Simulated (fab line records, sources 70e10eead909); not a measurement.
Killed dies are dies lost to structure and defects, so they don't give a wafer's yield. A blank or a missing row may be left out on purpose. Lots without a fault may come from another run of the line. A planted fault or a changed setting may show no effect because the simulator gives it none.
Which tool did it? | flow nand_harc | 13 lots, 39 wafers sampled, at 3 steps of a route of 1302

WHAT THE GAUGES READ, wafer by wafer
NHARC_A_M1_OVL_MEAS_10: pitch 240 nm.
lot  | measured     | on         | overlay_x_nm (nm) | overlay_y_nm (nm)
L526 | day 23 13:11 | overlay-01 | -0.2 0.4 0.2      | -0.9 -0.5 -0.6
L528 | day 23 17:54 | overlay-01 | -0.2 -0.1 -0.7    | -2.0 -1.8 -1.7
L529 | day 24 03:10 | overlay-02 | 0.9 0.8 0.9       | -0.3 -1.2 -1.1
L531 | day 25 00:20 | overlay-02 | 0.0 0.8 1.2       | 1.0 0.9 0.4
L532 | day 25 16:44 | overlay-02 | 1.4 1.9 1.2       | 0.1 0.4 0.1
L534 | day 27 01:36 | overlay-02 | 1.6 1.9 1.2       | -0.2 -0.7 -0.3
L535 | day 27 06:22 | overlay-01 | 0.8 1.1 0.9       | 0.0 -0.3 -0.6
L536 | day 27 12:02 | overlay-01 | -1.1 -0.9 -1.0    | 0.5 0.7 0.5
L537 | day 27 16:11 | overlay-02 | -0.2 -0.5 0.2     | 1.2 0.4 0.3
L539 | day 28 14:37 | overlay-01 | -0.3 -0.2 0.0     | -0.5 -0.8 -0.2
L538 | day 28 23:23 | overlay-01 | 0.3 0.8 0.2       | -0.6 -0.7 -1.2
L547 | day 31 17:02 | overlay-01 | 0.0 -0.1 -0.1     | 0.3 0.5 0.0
L548 | day 32 14:09 | overlay-02 | 0.0 0.1 0.0       | -0.4 -0.4 0.2

WHICH TOOL RAN EACH LOT (tool, then ch and the chambers of the sampled wafers, then the start)
lot  | NHARC_A_M0_PVD_21                       | NHARC_A_M1_SOFTBAKE_04
L526 | pvd_sputter-01, day 23 12:00 or earlier | litho_track-04 ch 0, day 23 12:00
L528 | pvd_sputter-02, day 23 17:00 or earlier | litho_track-01 ch 0, day 23 17:00
L529 | pvd_sputter-01, day 24 02:00 or earlier | litho_track-06 ch 0, day 24 02:00
L531 | pvd_sputter-01, day 24 23:00 or earlier | litho_track-06 ch 0, day 24 23:00
L532 | pvd_sputter-02, day 25 16:00 or earlier | litho_track-06 ch 0, day 25 16:00
L534 | pvd_sputter-01, day 27 01:00 or earlier | litho_track-04 ch 0, day 27 01:00
L535 | pvd_sputter-02, day 27 05:00 or earlier | litho_track-06 ch 0, day 27 05:00
L536 | pvd_sputter-02, day 27 11:00 or earlier | litho_track-01 ch 0, day 27 11:00
L537 | pvd_sputter-01, day 27 15:00 or earlier | litho_track-06 ch 0, day 27 15:00
L539 | pvd_sputter-02, day 28 14:00 or earlier | litho_track-06 ch 0, day 28 14:00
L538 | pvd_sputter-03, day 28 22:00 or earlier | litho_track-06 ch 0, day 28 22:00
L547 | pvd_sputter-01, day 31 16:00 or earlier | litho_track-04 ch 0, day 31 16:00
L548 | pvd_sputter-02, day 32 13:00 or earlier | litho_track-04 ch 0, day 32 13:00
- NHARC_A_M0_PVD_21: deposits Cu, target thk 30 nm, time 20.49 s.
- NHARC_A_M1_SOFTBAKE_04: time 55 s.

WHAT THE TOOLS THEMSELVES READ (means of the sampled wafers that have a number; where no wafer has one, the mark that the record gives instead)
NHARC_A_M0_PVD_21.
lot  | tool           | throttle_valve_pct (%)
L526 | pvd_sputter-01 | 30.0
L528 | pvd_sputter-02 | 30.8
L529 | pvd_sputter-01 | 29.7
L531 | pvd_sputter-01 | 30.4
L532 | pvd_sputter-02 | 31.0
L534 | pvd_sputter-01 | 31.2
L535 | pvd_sputter-02 | 30.9
L536 | pvd_sputter-02 | 30.9
L537 | pvd_sputter-01 | 29.9
L539 | pvd_sputter-02 | 30.7
L538 | pvd_sputter-03 | 29.5
L547 | pvd_sputter-01 | 29.6
L548 | pvd_sputter-02 | 30.5

NHARC_A_M1_SOFTBAKE_04.
lot  | tool           | heater_power_total_W (W) | plate_temp_C (C)
L526 | litho_track-04 | 188.48                   | 104.87
L528 | litho_track-01 | 188.71                   | 105.21
L529 | litho_track-06 | 188.39                   | 105.00
L531 | litho_track-06 | 188.41                   | 104.83
L532 | litho_track-06 | 188.40                   | 105.13
L534 | litho_track-04 | 188.55                   | 104.93
L535 | litho_track-06 | 188.44                   | 104.87
L536 | litho_track-01 | 188.52                   | 104.97
L537 | litho_track-06 | 188.42                   | 104.81
L539 | litho_track-06 | 184.05                   | 103.15
L538 | litho_track-06 | 184.01                   | 103.16
L547 | litho_track-04 | 188.36                   | 105.06
L548 | litho_track-04 | 188.50                   | 105.00

THE ANSWER, worked out from the rows above alone
Rule: what is usual is taken from the lots themselves. Put in order of their means at a reading, lots are off if they are a third of the lots or fewer, leave a main group of 4 or more, and stand apart from it by a gap of 3 or more times the standard deviation of the main group's means; of several such gaps the widest counts. A main group whose means are all the same, to the digits that the tables above print for the reading, isn't used. A lot without any number at a reading at which 4 lots or more have one is off too. The other lots that the step has rows for count as sound. The gauges are gone through in route order, then the tools' own readings, and for those a lot's mean is taken as printed above. The first step at which some lot is off is used, and at that step the reading that is off furthest; a lot without a number counts as furthest.
Off: L539, L538, at NHARC_A_M1_SOFTBAKE_04 (heater_power_total_W). The main group: mean 188.47 W, standard deviation 0.094.
A tool fits if, at that step or a process step before it, it ran every lot that is off, and no sound lot after the first of them. NHARC_A_M0_PVD_21 gives no start for some lots, so the hours and the order of its lots are those of NHARC_A_M1_SOFTBAKE_04. One fits: litho_track-06 at NHARC_A_M1_SOFTBAKE_04. Its last sound lot is L537 (day 27 15:00), its first lot that is off L539 (day 28 14:00): a fault that began between those two fits.
The tool's own readings at NHARC_A_M1_SOFTBAKE_04 bear it out: on the lots that are off they differ by more than 5 times the standard deviation of the sound lots' means. heater_power_total_W reads 184.03 W there against 188.47 W on the sound lots; plate_temp_C reads 103.16 C there against 104.97 C on the sound lots.

WHAT THE SIMULATOR HAD PUT IN
Process parameter drift: litho_track-06, from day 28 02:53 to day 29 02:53, at NHARC_A_M1_SOFTBAKE_04. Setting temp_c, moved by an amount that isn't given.
Lots struck among those shown: L539, L538. The rule above found the same.
